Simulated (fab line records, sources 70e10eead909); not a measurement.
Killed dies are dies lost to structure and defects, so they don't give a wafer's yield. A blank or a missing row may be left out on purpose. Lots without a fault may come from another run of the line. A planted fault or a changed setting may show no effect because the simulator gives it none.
fab line records | flow nand_harc
record lots=13 wafers=39 last_day=33
route steps=1302 shown P_ZERO_WELL@27 P_STI@100 END@1302
lots that met no fault: from a run of the same line without faults
start_h: hours from the record's first day to the start of the lot's first wafer shown | wait_h: hours since the lot's step before | " the same as in the row above | L1.1+2: a row that stands for several wafers | - no value, or no start given | * or withheld: withheld | < > ~ a bound
route shown NAME@n: a module of which the file shows steps, and the number in the route of the first | usual: mean/standard deviation of fault-free wafers | same: alike in all rows | chamber/n: place in a boat | sites: the reading at each site | _std_site: their standard deviation | _edge_site: outer sites' mean less inner sites' | radius_mm: how far each site lies from the wafer's centre | mask NAME#n: copy n | behind: the tool/chamber that last shaped the wafer | hold: why the lot was held/for how many hours/how that ended | device: the transistor (n, p or np) that didn't switch | end of line: the same wafers' tests at the end of the route | a step without rows: its recipe alone | killed: dies lost to structure and defects at the first sort, not the wafer's yield | map: a wafer's dies, x killed, . not, _ none there
set.NAME: the setting as run; set.NAME@STEP: as run at that earlier step | model.NAME: the simulator's own value behind a step, which no gauge read
steps of the route over a sample of lots; a table a step, a row a wafer
services: from which hour (start_h, from the record's first day; less than 0 if before it) a tool's chamber was out of use, for how many hours, and why
## steps
# step NHARC_P_ZERO_WELL_PEB_22
# recipe peb_temp_c=118 peb_time_s=85
# usual exhaust_pa=45.1/1 heater_power_total_W=163.93/0.28 plate_temp_C=117.99/0.13
# columns lot.wafer tool chamber start_h wait_h exhaust_pa heater_power_total_W plate_temp_C
L208.1 litho_track-07 0 32.44 0.1 43.9 164.36 117.97
L208.4 " 0 " " 45.0 163.96 118.15
L208.6 " 0 " " 43.8 163.63 118.15
L209.2 litho_track-07 0 42.42 0.1 45.8 164.17 117.76
L209.3 " 0 " " 44.8 163.70 117.88
L209.4 " 0 " " 43.8 164.09 117.84
L210.1 litho_track-07 0 52.42 0.1 45.7 163.95 118.13
L210.2 " 0 " " 45.7 163.98 117.88
L210.3 " 0 " " 44.6 163.78 117.96
L211.1 litho_track-07 0 62.37 0.1 46.2 163.73 117.98
L211.2 " 0 " " 45.0 163.58 118.07
L211.6 " 0 " " 45.7 163.59 117.92
L214.1 litho_track-02 0 92.95 0.1 47.3 164.43 117.85
L214.3 " 0 " " 46.8 164.41 117.97
L214.5 " 0 " " 47.6 163.62 117.89
L215.2 litho_track-05 0 102.40 0.1 42.9 164.13 118.11
L215.4 " 0 " " 44.0 163.65 118.02
L215.5 " 0 " " 44.7 163.71 118.23
L216.1 litho_track-02 0 112.87 0.1 44.5 164.01 117.97
L216.2 " 0 " " 44.8 164.29 117.98
L216.4 " 0 " " 44.0 164.26 117.82
L219.1 litho_track-07 0 142.39 0.1 46.0 164.33 118.28
L219.2 " 0 " " 47.4 164.27 118.11
L219.5 " 0 " " 45.4 163.62 118.12
L223.2 litho_track-05 0 182.36 0.1 45.1 159.92 115.69
L223.5 " 0 " " 45.9 159.91 115.92
L223.6 " 0 " " 45.1 160.11 115.79
L224.1 litho_track-05 0 192.55 0.1 45.0 160.00 116.00
L224.2 " 0 " " 43.8 160.48 115.98
L224.3 " 0 " " 44.2 160.66 116.01
L225.1 litho_track-02 0 202.50 0.1 45.5 164.25 118.02
L225.4 " 0 " " 45.6 163.60 117.84
L225.6 " 0 " " 44.7 163.76 117.71
L228.3 litho_track-07 0 232.38 0.1 47.1 163.65 118.12
L228.4 " 0 " " 46.2 164.04 118.07
L228.5 " 0 " " 46.6 164.45 118.01
L229.1 litho_track-07 0 242.30 0.1 44.8 163.77 117.92
L229.4 " 0 " " 44.9 163.71 117.88
L229.6 " 0 " " 46.0 164.31 117.96
# step NHARC_P_ZERO_WELL_DESCUM_54
# recipe time_s=3 o2_flow_sccm=200 ar_flow_sccm=0 bias_power_w=0 chemistry=O2
# usual drypump_motor_current_A=5.7/0.46 oes_product_au=0.999/0.011 rf_vpp_V=57.8/0.88 showerhead_plenum_p_Torr=1.94/0.078 throttle_valve_pct=11.310/0.0091
# columns lot.wafer tool chamber start_h wait_h drypump_motor_current_A oes_product_au rf_hours_counter_h rf_vpp_V showerhead_plenum_p_Torr throttle_valve_pct
L208.1 rie_diel-09 1 35.80 - 6.0 0.987 15 57.6 2.03 11.309
L208.4 " 2 " " 5.2 0.999 17 57.9 1.89 11.302
L208.6 " 0 " " 5.2 0.996 - 57.2 1.92 11.300
L209.4 rie_diel-10 3 45.93 - 4.7 1.014 44 58.0 1.94 11.301
L209.2 " 0 " " 5.4 1.006 45 56.5 1.96 11.316
L209.3 " 1 " " 6.4 1.006 42 59.0 1.95 11.328
L210.2 rie_diel-03 0 55.85 - 6.0 0.995 42 58.7 1.84 11.300
L210.3 " 1 " " 5.7 0.994 39 57.6 1.86 11.318
L210.1 " 2 " " 5.4 1.012 36 58.1 2.03 11.296
L211.2 rie_diel-09 2 65.92 - 5.2 0.981 25 56.2 1.89 11.313
L211.1 " 0 " " 5.2 0.994 26 58.9 1.91 11.310
L211.6 " 1 " " 6.0 0.980 - 57.9 2.02 11.317
L214.3 rie_diel-03 0 96.50 - 5.9 0.987 56 57.4 1.83 11.317
L214.1 " 1 " " 5.7 0.992 52 58.7 1.85 11.315
L214.5 " 3 " " 5.9 0.999 - 58.2 2.03 11.291
L215.4 rie_diel-10 2 105.83 - 6.1 1.010 9 59.1 2.07 11.323
L215.2 " 0 " " 5.4 1.011 13 59.4 1.95 11.317
L215.5 " 2 " " 6.1 1.002 - 58.2 2.07 11.296
L216.1 rie_diel-03 3 116.42 - 5.9 0.991 0 58.1 2.02 11.311
L216.4 " 0 " " 5.9 1.006 0 57.4 1.83 11.314
L216.2 " 1 " " 5.7 1.003 0 57.2 1.85 11.313
L219.1 rie_diel-03 3 145.77 - 5.9 1.007 8 57.7 2.02 11.303
L219.2 " 0 " " 5.9 1.006 8 57.2 1.83 11.303
L219.5 " 0 " " 5.9 1.014 - 56.8 1.83 11.307
L223.2 rie_diel-09 3 185.90 - 5.6 1.015 8 57.6 1.98 11.304
L223.5 " 1 " " 6.0 0.995 - 57.6 2.01 11.319
L223.6 " 2 " " 5.2 0.997 - 59.2 1.88 11.314
L224.1 rie_diel-03 2 195.96 - 5.4 1.004 29 56.9 2.02 11.308
L224.3 " 0 " " 6.0 1.001 26 58.2 1.82 11.311
L224.2 " 1 " " 5.7 0.993 32 57.2 1.84 11.322
L225.1 rie_diel-10 0 206.06 - 5.4 1.006 40 58.2 1.95 11.309
L225.4 " 1 " " 6.4 0.978 46 58.1 1.93 11.321
L225.6 " 3 " " 4.7 0.987 - 57.0 1.92 11.305
L228.3 rie_diel-09 1 235.88 - 6.0 0.999 21 59.0 2.01 11.301
L228.4 " 2 " " 5.2 1.007 23 56.3 1.87 11.298
L228.5 " 0 " " 5.2 1.013 - 58.2 1.90 11.307
L229.4 rie_diel-09 3 245.73 - 5.6 1.009 29 58.6 1.97 11.314
L229.1 " 1 " " 6.0 0.993 26 58.8 2.01 11.315
L229.6 " 2 " " 5.2 1.008 - 57.2 1.87 11.303
# step NHARC_P_STI_CMP_21
# recipe t_overpolish_s=20 target_thk_nm=380.67
# usual motor_current_A=11.6/0.87 overpolish_run_s=20.000/0.01
# same t_overpolish_s=20
# columns lot.wafer tool chamber start_h wait_h motor_current_A overpolish_run_s
L208.4 cmp-04 2 70.48 0.4 12.2 19.993
L208.1 " 0 " " 12.8 19.999
L208.6 " 2 " " 12.1 19.986
L209.4 cmp-02 3 82.42 0.4 10.5 19.997
L209.3 " 0 " " 12.5 20.003
L209.2 " 1 " " 10.7 20.002
L210.2 cmp-04 1 92.60 0.4 13.3 19.994
L210.1 " 2 " " 11.5 20.000
L210.3 " 3 " " 10.9 19.993
L211.1 cmp-04 0 103.70 0.4 12.1 19.996
L211.2 " 1 " " 12.9 20.001
L211.6 " 1 " " 13.1 19.992
L214.3 cmp-03 2 135.25 0.4 11.8 19.992
L214.1 " 3 " " 10.7 20.001
L214.5 " 0 " " 12.0 19.989
L215.4 cmp-04 3 146.35 0.4 10.1 20.001
L215.2 " 2 " " 12.1 20.004
L215.5 " 0 " " 12.3 19.982
L216.1 cmp-04 3 158.88 0.4 10.9 20.007
L216.4 " 0 " " 12.3 19.987
L216.2 " 1 " " 13.0 20.011
L219.2 cmp-03 2 183.69 0.4 12.2 20.003
L219.1 " 3 " " 11.1 20.008
L219.5 " 1 " " 10.7 20.022
L223.2 cmp-03 0 222.11 0.4 11.7 20.000
L223.5 " 3 " " 11.0 19.984
L223.6 " 0 " " 11.4 20.010
L224.1 cmp-04 2 229.77 0.4 12.1 19.989
L224.2 " 3 " " 10.7 19.997
L224.3 " 0 " " 12.3 19.995
L225.4 cmp-03 0 241.71 0.4 12.3 19.979
L225.1 " 3 " " 10.8 19.999
L225.6 " 0 " " 11.5 20.003
L228.3 cmp-03 1 271.30 0.4 11.2 20.008
L228.4 " 2 " " 11.3 19.998
L228.5 " 1 " " 11.0 20.007
L229.1 cmp-03 3 280.90 0.4 10.8 20.018
L229.4 " 1 " " 10.9 20.010
L229.6 " 3 " " 10.5 20.002
# step NHARC_P_STI_INSPECT_25
# usual raw_defect_count=224/77
# columns lot.wafer tool chamber start_h wait_h raw_defect_count
L208.1 defect_inspect-02 - 79.29 0.4 344
L208.4 " - " " 374
L208.6 " - " " 546
L209.2 defect_inspect-02 - 90.89 0.4 85
L209.3 " - " " 110
L209.4 " - " " 83
L210.1 defect_inspect-02 - 100.54 0.4 187
L210.2 " - " " 232
L210.3 " - " " 162
L211.1 defect_inspect-02 - 111.46 0.4 211
L211.2 " - " " 168
L211.6 " - " " 245
L214.1 defect_inspect-02 - 143.22 0.4 212
L214.3 " - " " 388
L214.5 " - " " 217
L215.2 defect_inspect-01 - 154.35 0.4 295
L215.4 " - " " 330
L215.5 " - " " 167
L216.1 defect_inspect-01 - 170.38 0.4 201
L216.2 " - " " 227
L216.4 " - " " 340
L219.1 defect_inspect-01 - 192.13 0.4 155
L219.2 " - " " 184
L219.5 " - " " 140
L223.2 defect_inspect-01 - 232.60 0.4 293
L223.5 " - " " 215
L223.6 " - " " 440
L224.1 defect_inspect-02 - 238.17 0.4 206
L224.2 " - " " 314
L224.3 " - " " 176
L225.1 defect_inspect-02 - 249.68 0.4 259
L225.4 " - " " 213
L225.6 " - " " 294
L228.3 defect_inspect-02 - 279.28 0.4 271
L228.4 " - " " 204
L228.5 " - " " 265
L229.1 defect_inspect-01 - 289.29 0.4 338
L229.4 " - " " 257
L229.6 " - " " 299
# step NHARC_END_SORT_01
# recipe temp_c=25
# usual killed_at_array=57/20 killed_at_other=1.3/1.4 killed_at_periphery=3.4/2.4 killed_dies=61/19 killed_open=2.9/1.8 killed_short=2.5/1.6
# same gross_dies=677
# columns lot.wafer tool chamber start_h wait_h killed_at_array killed_at_other killed_at_periphery killed_dies killed_open killed_short
L219.1 prober-01 0 690.70 2.5 55 2 2 59 3 2
L219.2 prober-01 0 691.49 2.8 50 3 3 56 2 2
L219.5 prober-01 0 693.88 3.7 52 3 3 58 1 1
L223.2 prober-02 0 735.27 2.8 75 1 0 76 0 2
# killed by level:class
L219.1 A_SLIT:chamber_film_flake=29 A_CHANNEL_HOLE_D1:chamber_film_flake=9 A_STAIRCASE:chamber_film_flake=6 A_CHANNEL_FILL_D2:chamber_film_flake=2 A_CONTACT:chamber_film_flake=2 THIN_TSV:chamber_film_flake=2 A_ONON_D2:geometric_particle:short=1 A_CHANNEL_HOLE_D2:geometric_particle:open=1
L219.2 A_SLIT:chamber_film_flake=27 A_CHANNEL_HOLE_D1:chamber_film_flake=9 P_GATE:chamber_film_flake=3 THIN_TSV:chamber_film_flake=3 A_CONTACT:chamber_film_flake=3 A_CHANNEL_FILL_D2:chamber_film_flake=2 A_WL_FILL:chamber_film_flake=2 A_CHANNEL_FILL_D1:geometric_particle:open=1
L219.5 A_SLIT:chamber_film_flake=26 A_CHANNEL_HOLE_D1:chamber_film_flake=9 A_STAIRCASE:chamber_film_flake=5 A_CONTACT:chamber_film_flake=5 A_WL_FILL:chamber_film_flake=4 THIN_TSV:chamber_film_flake=3 P_GATE:chamber_film_flake=2 P_CONTACT:geometric_particle:short=1
L223.2 A_SLIT:chamber_film_flake=33 A_CHANNEL_HOLE_D2:chamber_film_flake=18 A_CHANNEL_HOLE_D1:chamber_film_flake=12 A_BLC:chamber_film_flake=6 A_DECK1_JOINT:chamber_film_flake=2 A_CHANNEL_HOLE_D1:geometric_particle:short=1 A_M1:geometric_particle:short=1 A_STAIRCASE:chamber_film_flake=1
## services
# columns tool chamber start_h hours kind
rie_diel-09 3 11.28 4.6 repair
cmp-04 - 13.00 4.0 pm
rie_diel-09 2 15.77 2.7 repair
cmp-03 - 17.19 14.8 repair
cmp-03 - 64.15 4.0 pm
litho_track-07 - 76.00 7.0 pm
rie_diel-09 1 103.60 1.6 repair
rie_diel-03 - 105.37 9.0 pm
cmp-04 - 111.00 4.0 pm
cmp-03 - 132.29 0.8 repair
cmp-03 - 147.08 2.0 repair
rie_diel-09 - 147.79 1.0 repair
cmp-03 - 162.15 4.0 pm
rie_diel-03 2 162.43 8.3 repair
rie_diel-09 1 163.70 5.1 repair
cmp-04 - 164.53 0.3 repair
cmp-04 - 209.06 4.0 pm
rie_diel-03 - 210.27 0.7 repair
cmp-03 - 243.01 0.5 repair
rie_diel-09 - 246.98 0.6 repair
litho_track-07 - 251.00 7.0 pm
cmp-04 - 257.98 0.6 repair
cmp-03 - 260.15 4.0 pm
cmp-04 - 280.78 0.5 repair
## key
first_sign step=NHARC_P_ZERO_WELL_PEB_22 reading=plate_temp_C direction=down sigmas=16 usual=* struck=*
effect step=NHARC_P_ZERO_WELL_PEB_22 reading=heater_power_total_W direction=down sigmas=13 usual=* struck=*
met_at NHARC_P_ZERO_WELL_PEB_22
struck_lots L223,L224
tester_left_out L223,L224
not_acting_at NHARC_P_ZERO_WELL_DESCUM_54,NHARC_P_STI_CMP_21,NHARC_P_STI_INSPECT_25
onset_between 102.40 182.36
fault kind=process_parameter_drift tool=litho_track-05 chamber=- onset_h=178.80 steps=NHARC_P_ZERO_WELL_PEB_22 channel=peb_temp_c offset=* shape=step end_h=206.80 acts_in=* stated=*
# tester_left_out: of these lots the tester's yield and bins aren't shown, on N5 and GAA mostly nor the transistor test; their killed dies are dies lost to structure and defects alone, not to doping, threshold or leakage, so they don't give the yield
